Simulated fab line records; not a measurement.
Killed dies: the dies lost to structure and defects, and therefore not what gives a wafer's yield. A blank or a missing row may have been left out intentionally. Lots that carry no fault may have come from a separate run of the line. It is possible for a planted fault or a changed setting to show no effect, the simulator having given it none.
Matching of chambers | flow nand-harc | NHARC_A_STAIRCASE_DEP_301 on pecvd-03: 3 sister chambers
The step deposits SiON, target thk 30 nm. 14 wafers are shown with their chamber, then 7 later ones without.

EACH WAFER AND ITS CHAMBER
wafer  | chamber | showerhead-vpp-V (V) | rf-fwd-power-W (W) | heater-power-w (W)
L640.1 | 2       | 1185                 | 347.6              | 806
L640.2 | 0       | 1097                 | 349.0              | 703
L640.4 | 0       | 1075                 | 348.6              | 717
L652.4 | 1       | 1114                 | 350.1              | 806
L652.5 | 0       | 1107                 | 347.7              | 752
L652.6 | 2       | 1182                 | 347.9              | 677
L651.1 | 2       | 1192                 | 348.9              | 784
L651.2 | 0       | 1087                 | 346.7              | 638
L651.3 | 1       | 1115                 | 350.0              | 682
L653.1 | 2       | 1191                 | 346.6              | 694
L653.2 | 1       | 1122                 | 348.5              | 751
L653.5 | 2       | 1197                 | 348.3              | 703
L654.2 | 0       | 1089                 | 347.6              | 733
L654.3 | 1       | 1104                 | 347.8              | 735

SIGNATURES, as means of the wafers listed above
reading          | chamber 0 | chamber 1 | chamber 2 | scatter within a chamber
showerhead-vpp-V | 1091.00   | 1113.75   | 1189.40   | 8.91
rf-fwd-power-W   | 347.920   | 349.100   | 347.860   | 0.956
heater-power-w   | 708.60    | 743.50    | 732.80    | 51.2
Rule: for each reading, subtract the chamber's mean from the wafer's reading, divide by that reading's scatter and square the result; add these up over the readings and take the root, which gives the wafer's distance from the chamber. If the next closest chamber is less than 2 further off than the closest, the wafer can't be placed; otherwise it belongs to the closest. How the scatter is found: for the shown wafers, subtract from each reading the mean of its chamber, square and add these, divide the total by (wafers less chambers), then take the root.

WAFERS MISSING THEIR CHAMBER
wafer  | showerhead-vpp-V (V) | rf-fwd-power-W (W) | heater-power-w (W)
L654.6 | 1101                 | 348.1              | 731
L659.4 | 1084                 | 348.4              | 730
L659.5 | 1116                 | 348.3              | 730
L659.6 | 1182                 | 344.9              | 732
L660.1 | 1101                 | 350.3              | 662
L660.2 | 1095                 | 348.2              | 687
L660.5 | 1062                 | 348.0              | 717

CHAMBER TAKEN BY EACH
wafer  | from the rows above     | in truth
L654.6 | can't be placed: 0 or 1 | 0
L659.4 | 0                       | 0
L659.5 | can't be placed: 1 or 0 | 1
L659.6 | 2                       | 2
L660.1 | can't be placed: 1 or 0 | 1
L660.2 | can't be placed: 0 or 1 | 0
L660.5 | 0                       | 0
Correctly placed: 3 of 7. Unplaceable from these rows: 4, with the true chamber sitting among the candidates in 4. Placed wrongly: 0.
